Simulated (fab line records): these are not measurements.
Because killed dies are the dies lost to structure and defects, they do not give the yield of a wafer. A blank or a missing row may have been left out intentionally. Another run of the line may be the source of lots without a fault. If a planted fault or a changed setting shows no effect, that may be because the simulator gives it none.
fab line records | flow nand_harc
record: lots: 6 wafers: 17 last_day: 24
route steps=1159 shown A_WL_FILL@828 A_CONTACT@840 END@1159
lots untouched by any fault: they come from a run of this same line in which no faults occurred
start_h: hours from the record's opening day to when the first of the lot's shown wafers began | wait_h: how many hours have passed since the lot's step before this one | " same as the row above | L1.1+2: one row covering several wafers at once | - no value, or no start was given | * or withheld: withheld | < > ~ a bound
route shown NAME@n: names a module that has steps shown in the file, with the first one's number in the route | usual: mean/standard deviation of fault-free wafers | same: alike in all rows | chamber/n: place in a boat | sites: the reading at each site | _std_site: standard deviation of those values | _edge_site: mean of outer sites minus mean of inner sites | radius_mm: how far each site lies from the wafer's centre | mask NAME#n: copy n | behind: the most recent tool/chamber to have shaped the wafer | hold: reason for holding the lot/hours on hold/outcome of the hold | device: which transistor (n, p or np) failed to switch | end of line: tests run on the same wafers once the route is complete | step lacking rows: just its recipe | killed: count of dies lost to structure and defects at first sort (not the wafer's yield) | map: dies across one wafer; x = killed, . = not, _ = none there
set.NAME: the run value of the setting; set.NAME@STEP: its run value at that earlier step | model.NAME: the simulator's own value behind a step, which no gauge read
lots seen at some steps along the route; tables by step, rows by wafer
services: when a tool's chamber went out of use (start_h, in hours from the record's first day, below 0 if earlier), for how many hours, and the reason
== steps ==
step: NHARC_A_WL_FILL_CVD_23
recipe: target_thk_a: 400 temp_c: 620 pressure_mtorr: 200 time_s: 800 material: poly-Si
step: NHARC_A_WL_FILL_ETCHBACK_26
recipe: target_depth_a: 520 time_s: 13.3 hbr_flow_sccm: 150 rf_w: 350 icp_w: 350 bias_w: 60 chemistry: HBr
usual: bias_w: 59.99/0.17 drypump_motor_current_A: 5.7/0.3 oes_product_au: 0.999/0.0092 throttle_valve_pct: 23.266/0.0082
columns lot.wafer tool chamber start_h wait_h bias_w drypump_motor_current_A oes_product_au rf_hours_counter_h throttle_valve_pct
L616.4 rie_si-04 0 365.40 0.4 59.95 6.1 0.990 0.6 23.252
L616.2 " 1 " " 60.07 6.0 1.000 0.7 23.267
L616.1 " 2 " " 60.06 5.0 0.999 0.5 23.269
L625.3 rie_si-03 2 418.46 0.4 59.82 5.7 0.991 0.6 23.258
L625.2 " 1 " " 59.92 6.0 0.995 0.6 23.255
L625.6 " 2 " " 60.14 5.7 0.988 - 23.265
L624.2 rie_si-04 2 418.49 0.4 59.94 5.0 0.991 0.8 23.252
L624.6 " 1 " " 59.99 6.0 0.996 - 23.262
L632.3 rie_si-05 1 465.91 0.4 59.72 5.7 0.996 0.4 23.271
L632.1 " 2 " " 60.24 5.7 0.988 0.3 23.266
L632.5 " 3 " " 59.82 6.1 1.004 - 23.260
L633.1 rie_si-03 1 474.09 0.4 59.90 6.0 1.008 0.9 23.268
L633.4 " 2 " " 59.88 5.7 1.007 1.1 23.263
L633.5 " 0 " " 59.73 5.3 1.015 - 23.261
L637.4 rie_si-04 0 485.83 0.4 60.05 6.2 0.978 0.2 23.268
L637.1 " 1 " " 59.59 6.1 0.997 0.3 23.263
L637.6 " 3 " " 59.85 5.4 0.991 - 23.276
step: NHARC_A_WL_FILL_PRECLEAN_30
recipe: time_s: 10 chemistry: dHF
step: NHARC_A_WL_FILL_SRD_14
step: NHARC_A_WL_FILL_ALD_19
recipe: target_thk_a: 20 pulse_time_s: 3 ald_cycles: 100 temp_c: 450 material: TiN
usual: heater_power_w: 1070/77 precursor_pulse_height_rel: 1.000/0.021
columns lot.wafer tool chamber start_h wait_h heater_power_w precursor_pulse_height_rel
L616.1 ald_metal-01 1 365.76 0.2 997 0.959
L616.2 " 3 " " 966 0.990
L616.4 " 1 " " 998 1.013
L625.2 ald_metal-04 2 418.73 0.1 1042 1.036
L625.3 " 1 " " 1047 1.012
L625.6 " 2 " " 1039 0.995
L624.2 ald_metal-01 3 418.74 0.1 975 0.972
L624.6 " 0 " " 916 0.986
L632.1 ald_metal-04 0 466.19 0.1 1213 1.025
L632.3 " 1 " " 1026 0.991
L632.5 " 3 " " 1101 0.989
L633.4 ald_metal-01 0 474.35 0.1 888 0.973
L633.1 " 2 " " 1059 1.012
L633.5 " 0 " " 907 0.983
L637.4 ald_metal-03 2 486.13 0.1 1112 1.015
L637.1 " 3 " " 1033 0.963
L637.6 " 0 " " 1178 0.989
step: NHARC_A_WL_FILL_CVD_20
recipe: target_thk_a: 750 temp_c: 300 pressure_torr: 40 wf6_flow_sccm: 40 h2_flow_sccm: 1600 ar_flow_sccm: 1560 time_s: 5064 material: W
usual: chamber_pressure_Torr: 40.00/0.084 heater_power_w: 502/59 mfc_ar_sccm: 1560/5.1 mfc_h2_sccm: 1599/5.1 throttle_valve_pct: 7.89/0.21
columns lot.wafer tool chamber start_h wait_h chamber_pressure_Torr heater_power_w mfc_ar_sccm mfc_h2_sccm throttle_valve_pct
L616.1 cvd_w-01 0 - - 40.07 588 1564 1591 7.86
L616.2 " 1 " " 40.05 519 1559 1600 7.90
L616.4 " 0 " " 40.03 574 1561 1601 7.69
L625.2 cvd_w-02 0 - - 39.97 476 1559 1597 7.78
L625.3 " 1 " " 39.99 431 1556 1595 7.77
L625.6 " 1 " " 40.07 433 1554 1591 7.73
L624.2 cvd_w-01 0 - - 39.97 566 1567 1600 7.88
L624.6 " 0 " " 40.04 595 1566 1590 8.32
L632.1 cvd_w-02 1 - - 40.03 431 1562 1599 7.77
L632.3 " 1 " " 39.98 428 1562 1604 7.89
L632.5 " 1 " " 40.08 437 1555 1587 7.69
L633.1 cvd_w-02 0 - - 40.02 466 1561 1610 7.73
L633.4 " 1 " " 39.89 435 1562 1596 7.74
L633.5 " 0 " " 40.13 456 1557 1604 7.70
L637.1 cvd_w-02 0 - - 40.06 466 1560 1598 8.01
L637.4 " 0 " " 40.00 457 1567 1595 7.67
L637.6 " 0 " " 40.09 463 1564 1593 7.65
step: NHARC_A_WL_FILL_CMP_12
recipe: t_overpolish_s: 30 target_thk_nm: 75
usual: motor_current_A: 12.5/1.1 overpolish_run_s: 30.002/0.0088 time_to_endpoint_s: 15.2/2.2
columns lot.wafer tool chamber start_h wait_h motor_current_A overpolish_run_s time_to_endpoint_s
L616.2 cmp-04 1 375.09 3.6 11.0 30.007 18.2
L616.4 " 2 " " 10.6 30.003 18.3
L616.1 " 3 " " 11.9 29.989 20.8
L625.3 cmp-04 1 423.97 2.9 11.4 29.988 16.3
L625.2 " 2 " " 11.3 29.991 14.9
L625.6 " 0 " " 11.7 30.014 14.4
L624.2 cmp-02 1 424.05 3.7 14.2 30.001 16.3
L624.6 " 3 " " 11.6 30.008 14.4
L632.3 cmp-04 1 476.60 2.9 10.8 30.018 16.5
L632.1 " 2 " " 10.9 30.000 14.6
L632.5 " 0 " " 11.5 30.011 14.0
L633.4 cmp-04 0 481.92 2.2 12.2 30.003 13.9
L633.1 " 2 " " 11.1 29.994 16.2
L633.5 " 1 " " 10.6 30.011 14.7
L637.1 cmp-02 0 498.12 3.7 14.0 29.993 16.0
L637.4 " 1 " " 14.4 30.011 17.2
L637.6 " 3 " " 11.9 29.986 17.3
step: NHARC_A_WL_FILL_SRD_31
step: NHARC_A_WL_FILL_INSPECT_15
usual: raw_defect_count: 401/120
columns lot.wafer tool chamber start_h wait_h raw_defect_count
L616.1 defect_inspect-01 - 375.57 0.0 433
L616.2 " - " " 281
L616.4 " - " " 352
L625.2 defect_inspect-01 - 424.39 0.0 511
L625.3 " - " " 368
L625.6 " - " " 413
L624.2 defect_inspect-01 - 424.47 0.1 422
L624.6 " - " " 502
L632.1 defect_inspect-01 - 477.05 0.1 800
L632.3 " - " " 459
L632.5 " - " " 632
L633.1 defect_inspect-01 - 482.38 0.0 415
L633.4 " - " " 325
L633.5 " - " " 639
L637.1 defect_inspect-01 - 498.56 0.0 259
L637.4 " - " " 296
L637.6 " - " " 361
step: NHARC_A_CONTACT_DEP_24
recipe: target_thk_a: 5000 temp_c: 400 pressure_torr: 6.5 rf_w: 900 teos_flow_sccm: 161.4 flow_sccm: 2650 target_thk_nm: 500 gas: O2 material: SiO2
usual: chamber_pressure_Torr: 6.501/0.014 heater_power_w: 597/150 mfc_precursor_sccm: 161.4/0.54 throttle_valve_pct: 15.9/0.55
columns lot.wafer tool chamber start_h wait_h chamber_pressure_Torr heater_power_w mfc_precursor_sccm throttle_valve_pct
L616.1 pecvd-04 0 375.64 0.1 6.501 694 162.0 16.1
L616.2 " 2 " " 6.503 581 161.0 16.0
L616.4 " 1 " " 6.489 631 160.9 16.9
L625.3 pecvd-03 0 424.52 0.1 6.502 519 162.4 15.7
L625.2 " 1 " " 6.493 514 180.4 16.0
L625.6 " 0 " " 6.499 537 161.3 15.9
L624.2 pecvd-03 1 424.89 0.4 6.508 463 181.1 16.3
L624.6 " 1 " " 6.517 489 181.3 16.1
L632.1 pecvd-01 1 477.18 0.1 6.512 927 161.4 16.4
L632.3 " 2 " " 6.507 506 162.2 15.3
L632.5 " 1 " " 6.508 947 161.2 16.1
L633.1 pecvd-01 0 482.45 0.1 6.522 469 161.3 16.5
L633.5 " 0 " " 6.504 482 162.0 16.4
L633.4 " 1 " " 6.509 1036 161.7 16.6
L637.1 pecvd-03 0 498.75 0.2 6.517 391 160.6 15.9
L637.4 " 1 " " 6.498 579 160.1 15.6
L637.6 " 0 " " 6.506 415 161.0 15.7
step: NHARC_A_CONTACT_DEP_28
recipe: target_thk_a: 36000 temp_c: 400 material: aC
usual: throttle_valve_pct: 35.000/0.0091
columns lot.wafer tool chamber start_h wait_h hold throttle_valve_pct
L616.1 acl_dep-03 0 378.56 2.4 - 34.998
L616.2 " 0 " " - 35.006
L616.4 " 0 " " - 34.998
L625.2 acl_dep-02 0 429.64 4.5 await_dispo/2.5h/release 34.995
L625.3 " 0 " " await_dispo/2.5h/release 35.002
L625.6 " 0 431.13 6.0 await_dispo/2.5h/release 34.998
L624.2 acl_dep-03 0 429.95 4.4 await_dispo/3.1h/release 35.012
L624.6 " 0 431.41 5.9 await_dispo/3.1h/release 35.011
L632.1 acl_dep-02 0 479.59 1.9 - 34.995
L632.3 " 0 " " - 35.003
L632.5 " 0 " " - 34.992
L633.1 acl_dep-03 0 487.75 4.7 - 35.015
L633.4 " 0 488.86 5.9 - 34.989
L633.5 " 0 " " - 34.997
L637.1 acl_dep-03 0 502.18 3.0 - 34.982
L637.4 " 0 503.28 4.1 - 35.003
L637.6 " 0 " " - 35.011
step: NHARC_END_SORT_01
recipe: temp_c: 25
usual: killed_at_array: 25/9.8 killed_at_other: 0.8/1.1 killed_at_periphery: 3.3/2.1 killed_dies: 29/10 killed_open: 3.3/1.8 killed_short: 1.9/1.4
same: gross_dies: 677
columns lot.wafer tool chamber start_h wait_h killed_at_array killed_at_other killed_at_periphery killed_dies killed_open killed_short
L625.3 prober-02 0 503.65 3.1 22 1 5 28 2 3
killed by level:class
L625.3 A_STAIRCASE:chamber_film_flake=8 A_CHANNEL_HOLE_D1:chamber_film_flake=5 A_CONTACT:chamber_film_flake=3 P_ZERO_WELL:chamber_film_flake=2 P_GATE:chamber_film_flake=2 P_STI:geometric_particle:short=1 A_SOURCE_PLATE:geometric_particle:short=1 A_ONON_D1:geometric_particle:open=1
== services ==
columns tool chamber start_h hours kind
cmp-02 - 342.17 4.0 pm
rie_si-04 0 347.07 4.6 repair
acl_dep-02 - 350.14 13.0 pm
ald_metal-01 2 355.49 19.5 repair
rie_si-03 1 363.22 7.3 repair
cmp-02 - 371.34 2.2 repair
ald_metal-03 - 373.89 0.6 repair
pecvd-04 - 377.01 13.0 pm
cvd_w-02 - 377.86 13.0 pm
cmp-04 - 400.04 4.0 pm
ald_metal-01 2 402.72 64.0 repair
ald_metal-04 - 406.00 10.0 pm
acl_dep-03 - 408.05 13.0 pm
pecvd-01 - 418.14 13.0 pm
rie_si-04 1 433.70 25.6 repair
cmp-02 - 440.17 4.0 pm
pecvd-01 1 440.65 8.3 repair
rie_si-04 - 453.00 9.0 pm
ald_metal-04 - 453.12 0.9 repair
ald_metal-01 - 458.01 10.0 pm
ald_metal-01 - 469.65 0.4 repair
pecvd-03 - 473.00 13.0 pm
cvd_w-01 - 481.37 13.0 pm
cmp-04 - 498.04 4.0 pm
== key ==
first_sign: step: NHARC_A_CONTACT_DEP_24 reading: mfc_precursor_sccm direction: up sigmas: 36 usual: 161.4 struck: 181.0
effect none on later readings
met_at NHARC_A_CONTACT_DEP_24
struck_wafers L624.2,L624.6,L625.2
tester_left_out L624,L625
fault: kind: process_parameter_drift tool: pecvd-03 chamber: 1 onset_h: 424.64 steps: NHARC_A_CONTACT_DEP_24 channel: teos_flow_sccm offset: * shape: step end_h: 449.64 acts_in: * stated: *
tester_left_out: of these lots the tester's yield and bins aren't shown, on N5 and GAA mostly nor the transistor test; their killed dies are dies lost to structure and defects alone, not to doping, threshold or leakage, so they don't give the yield
